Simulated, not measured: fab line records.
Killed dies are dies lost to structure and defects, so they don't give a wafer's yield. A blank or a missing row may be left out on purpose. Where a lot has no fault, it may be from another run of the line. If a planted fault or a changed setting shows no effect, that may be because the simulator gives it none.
A struck lot beside a sound one -- flow n5Finfet -- 16 steps out of a route of 1938
Sound: these wafers, L124.2, L124.4, L124.6. Struck: wafer L137.5 (L137.1, L137.6, from the same lot, were not struck and are left out); the cause is given at the end.
For every step that has rows: the tool of each side, followed by ch and its chambers, followed by its first start. Under that, the readings that differ: sound wafers -- struck wafers -- difference of the means -- sigmas: that difference in standard deviations of wafers without a fault.
alike: readings with means less than 2 such deviations apart, plus words and numbers identical on both sides. not compared: withheld readings, readings lacking a value on some wafer, bounds such as >300 that could conceal the same value, and numbers that have no deviation in the record and whose values overlap.
The two part at a step that has a row with sigmas, a row that says differs or no value, or rows on one side only. Numbers that don't overlap but have no deviation are shown without sigmas and don't part them. Lack of a reading on every wafer of one side parts them only where that side has two or more wafers.

N5_BEOL_M1_INSPECT_30: inspects for defects (brightfield).
  struck on defectInspect-02, day 10 03:28; sound on defectInspect-01, day 7 02:27
  alike: rawDefectCount
then, 1 step without rows for these wafers: N5_BEOL_M1_DESCUM_33 (chemistry O2, time 7 s).
N5_BEOL_M1_ETCH_77: etches underlayer in N2/H2, target depth 6.5 nm, time 5.2 s.
  sound on rieDiel-01 ch 0,2,3, day 7 02:31; struck on rieDiel-01 ch 1, day 10 03:35
  alike: biasW, drypumpMotorCurrentA, etchRfOnTimeS, oesProductAu, rfVppV, showerheadPlenumPTorr, throttleValvePct
  not compared: rfHoursCounterH
N5_BEOL_M1_ETCH_69: etches SiARC in CF4, target depth 15.6 nm, time 26 s.
  sound on rieDiel-01 ch 0,2,3, day 7 02:32; struck on rieDiel-01 ch 1, day 10 03:37
  alike: biasW, cf4FlowSccm, drypumpMotorCurrentA, etchRfOnTimeS, oesProductAu, rfVppV, showerheadPlenumPTorr, throttleValvePct
  not compared: rfHoursCounterH
then, 1 step without rows for these wafers: N5_BEOL_M1_ALD_98 (deposits SiO2, target thk 2.5 nm, pulse time 1 s, co reactant pulse time 1 s).
N5_BEOL_M1_ETCHBACK_99: etches SiO2 in CHF3, target depth 5 nm, time 10.4 s.
  sound on rieDiel-01 ch 0,3, day 7 03:13; struck on rieDiel-03 ch 3, day 10 11:05
reading,sound,struck,difference,sigmas
rfVppV (V),236.8 236.8 236.9,244.4,+7.6,+3
throttleValvePct (%),17.10 17.16 17.13,16.61,-0.52,-2
  alike: drypumpMotorCurrentA, oesProductAu, showerheadPlenumPTorr
  not compared: rfHoursCounterH
N5_BEOL_M1_ETCH_70: etches SOC in N2/H2, target depth 80 nm, overetch 16 nm, time 120 s.
  sound on rieDiel-01 ch 0,3, day 7 03:16; struck on rieDiel-03 ch 3, day 10 11:07
  alike: biasW, drypumpMotorCurrentA, oesProductAu, rfVppV, showerheadPlenumPTorr, throttleValvePct
  not compared: rfHoursCounterH
then, 4 steps without rows for these wafers: N5_BEOL_M1_STRIP_71 (strips in N2/H2); N5_BEOL_M1_STRIP_78 (strips in N2/H2); N5_BEOL_M1_VIA_ETCH_34 (etches the open film in C4F6/O2, target depth 67.8 nm, time 64.4 s); N5_BEOL_M1_STRIP_83 (strips in C4F6/O2).
N5_BEOL_M1_STRIP_36: strips in N2/H2.
  sound on rieDiel-01 ch 0,3, day 7 03:25; struck on rieDiel-03 ch 3, day 10 11:17
  alike: drypumpMotorCurrentA, oesProductAu, rfVppV, showerheadPlenumPTorr, throttleValvePct
  not compared: rfHoursCounterH
N5_BEOL_M1_TRENCH_ETCH_37: etches SiOC in C4F6/O2, target depth 55.207 nm, time 29 s.
  sound on rieDiel-01 ch 0,3, day 7 03:28; struck on rieDiel-03 ch 3, day 10 11:19
reading,sound,struck,difference,sigmas
biasW (W),184.8 184.4 184.7,154.2,-30.4,-56
rfVppV (V),656 658 658,589,-68,-9
throttleValvePct (%),20.88 20.90 20.92,20.38,-0.52,-2
model.etch.depthNm (nm),54.19 54.03 54.78,52.72,-1.61,
model.BEOL_M1.featureDepthNm (nm),54.2 54 54.8,52.8,-1.5,
  alike: drypumpMotorCurrentA, oesProductAu, showerheadPlenumPTorr
  not compared: rfHoursCounterH
then, 1 step without rows for these wafers: N5_BEOL_M1_ETCH_41 (etches SiCN in CH3F/O2, target depth 31.9 nm, time 57.8 s).
N5_BEOL_M4_RC_MEAS_101:
  sound on prober-02 ch 0, day 9 05:07; struck on prober-02 ch 0, day 12 04:45
  alike: DIBL_N, DIBL_P, IOFF_N, IOFF_P, ION_N, ION_P, SS_N, SS_P, VT_N, VT_P
N5_PASSIVATION_PROBE_49:
  the record has rows for the sound wafers here (prober-02, day 14 05:00) and none for the struck ones

WHERE THEY PART
Last at N5_PASSIVATION_PROBE_49 as far as this record goes, first at N5_BEOL_M1_ETCHBACK_99.

WHY: whatever the simulator had introduced
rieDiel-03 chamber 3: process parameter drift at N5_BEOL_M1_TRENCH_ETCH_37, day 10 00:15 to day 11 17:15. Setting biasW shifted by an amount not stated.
